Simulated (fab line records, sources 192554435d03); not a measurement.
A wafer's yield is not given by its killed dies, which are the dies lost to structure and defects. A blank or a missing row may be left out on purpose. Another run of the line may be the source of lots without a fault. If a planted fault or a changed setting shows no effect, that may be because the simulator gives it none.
The tool behind it: which one? / flow n5 finfet / 32 wafers from 11 lots sampled at 2 of the route's 1938 steps

## WHAT THE GAUGES READ, wafer by wafer
N5_BEOL_M7_CD_MEAS_28: target cd 40 nm. Usual: cd nm reads 39.99 nm (standard deviation 0.24).
lot=L460; measured=day 10 02:25; on=cd sem-02; cd nm (nm)=40.01 39.19 40.01; flag=
lot=L459; measured=day 10 02:56; on=cd sem-02; cd nm (nm)=40.21 39.98 39.83; flag=
lot=L461; measured=day 10 08:10; on=cd sem-02; cd nm (nm)=39.76 40.39 40.05; flag=
lot=L463; measured=day 10 09:27; on=cd sem-01; cd nm (nm)=39.84 40.19 39.93; flag=
lot=L464; measured=day 10 14:04; on=cd sem-02; cd nm (nm)=40.12 40.02 40.03; flag=
lot=L467; measured=day 12 02:04; on=cd sem-01; cd nm (nm)=39.95 40.30 39.81; flag=
lot=L468; measured=day 12 04:27; on=cd sem-01; cd nm (nm)=39.74 39.98 39.80; flag=
lot=L470; measured=day 12 10:31; on=cd sem-02; cd nm (nm)=40.49 40.07; flag=
lot=L472; measured=day 13 01:13; on=cd sem-02; cd nm (nm)=39.94 40.24 40.00; flag=
lot=L477; measured=day 14 08:26; on=cd sem-03; cd nm (nm)=39.67 40.30 40.13; flag=
lot=L478; measured=day 14 11:16; on=cd sem-02; cd nm (nm)=39.90 40.18 39.91; flag=

## EACH LOT AND THE TOOL THAT RAN IT (in order: tool; ch and the chambers of the sampled wafers; start)
lot=L460; N5_BEOL_M7_STRIP_67=rie diel-02 ch 0,3, day 10 01:46
lot=L459; N5_BEOL_M7_STRIP_67=rie diel-02 ch 0,1,2, day 10 02:17
lot=L461; N5_BEOL_M7_STRIP_67=rie diel-03 ch 0,3, day 10 07:38
lot=L463; N5_BEOL_M7_STRIP_67=rie diel-03 ch 1,2,3, day 10 08:55
lot=L464; N5_BEOL_M7_STRIP_67=rie diel-02 ch 1,2, day 10 13:22
lot=L467; N5_BEOL_M7_STRIP_67=rie diel-02 ch 1,3, day 12 00:55
lot=L468; N5_BEOL_M7_STRIP_67=rie diel-01 ch 0,1,2, day 12 03:45
lot=L470; N5_BEOL_M7_STRIP_67=rie diel-01 ch 3, day 12 07:23
lot=L472; N5_BEOL_M7_STRIP_67=rie diel-01 ch 0,2,3, day 12 23:40
lot=L477; N5_BEOL_M7_STRIP_67=rie diel-03 ch 1,2, day 14 03:41
lot=L478; N5_BEOL_M7_STRIP_67=rie diel-03 ch 2,3, day 14 10:37
- N5_BEOL_M7_STRIP_67: strips in CF4.

## AS READ BY THE TOOLS THEMSELVES (means over the sampled wafers that have a number; for cases with no such wafer, the mark the record gives instead)
N5_BEOL_M7_STRIP_67. Usual: drypump motor current A 5.8 A, standard deviation 0.5; oes product au 0.77 a.u., standard deviation 0.076; rf vpp V 271.9 V, standard deviation 1.4; showerhead plenum p Torr 1.83 Torr, standard deviation 0.045; throttle valve pct 13.57 %, standard deviation 0.2.
lot=L460; tool=rie diel-02; drypump motor current A (A)=5.4; oes product au (a.u.)=0.86; rf vpp V (V)=273.0; showerhead plenum p Torr (Torr)=1.88; throttle valve pct (%)=13.36; flag=
lot=L459; tool=rie diel-02; drypump motor current A (A)=5.8; oes product au (a.u.)=0.72; rf vpp V (V)=270.5; showerhead plenum p Torr (Torr)=1.79; throttle valve pct (%)=13.60; flag=
lot=L461; tool=rie diel-03; drypump motor current A (A)=6.2; oes product au (a.u.)=0.73; rf vpp V (V)=271.7; showerhead plenum p Torr (Torr)=1.84; throttle valve pct (%)=13.73; flag=
lot=L463; tool=rie diel-03; drypump motor current A (A)=5.6; oes product au (a.u.)=0.77; rf vpp V (V)=272.4; showerhead plenum p Torr (Torr)=1.83; throttle valve pct (%)=13.64; flag=
lot=L464; tool=rie diel-02; drypump motor current A (A)=6.2; oes product au (a.u.)=0.72; rf vpp V (V)=270.3; showerhead plenum p Torr (Torr)=1.77; throttle valve pct (%)=13.61; flag=
lot=L467; tool=rie diel-02; drypump motor current A (A)=5.6; oes product au (a.u.)=0.85; rf vpp V (V)=272.5; showerhead plenum p Torr (Torr)=1.86; throttle valve pct (%)=13.29; flag=
lot=L468; tool=rie diel-01; drypump motor current A (A)=5.8; oes product au (a.u.)=0.80; rf vpp V (V)=272.3; showerhead plenum p Torr (Torr)=1.85; throttle valve pct (%)=13.50; flag=
lot=L470; tool=rie diel-01; drypump motor current A (A)=6.3; oes product au (a.u.)=0.71; rf vpp V (V)=270.6; showerhead plenum p Torr (Torr)=1.80; throttle valve pct (%)=13.80; flag=
lot=L472; tool=rie diel-01; drypump motor current A (A)=5.9; oes product au (a.u.)=0.75; rf vpp V (V)=271.5; showerhead plenum p Torr (Torr)=1.82; throttle valve pct (%)=13.61; flag=
lot=L477; tool=rie diel-03; drypump motor current A (A)=5.3; oes product au (a.u.)=0.79; rf vpp V (V)=271.7; showerhead plenum p Torr (Torr)=1.79; throttle valve pct (%)=13.56; flag=
lot=L478; tool=rie diel-03; drypump motor current A (A)=5.6; oes product au (a.u.)=0.73; rf vpp V (V)=271.3; showerhead plenum p Torr (Torr)=1.81; throttle valve pct (%)=13.71; flag=

## THE ANSWER, worked out from the rows above alone
Rule: a lot is off if the mean of its wafers that have a number lies more than 3 standard deviations from the usual mean. A lot without any number at a reading at which 4 lots or more have one is off too. Where the step has rows for the other lots, those lots are counted as sound. Order of review: gauges by route order, followed by the tools' own readings, for which a lot's mean as printed above is used. At the first step where some lot is off, the reading lying furthest off is the one used; lots without a number count as furthest.
Across all readings shown, no lot is off: no conclusion can be drawn from this.

## WHAT WAS PUT IN BY THE SIMULATOR
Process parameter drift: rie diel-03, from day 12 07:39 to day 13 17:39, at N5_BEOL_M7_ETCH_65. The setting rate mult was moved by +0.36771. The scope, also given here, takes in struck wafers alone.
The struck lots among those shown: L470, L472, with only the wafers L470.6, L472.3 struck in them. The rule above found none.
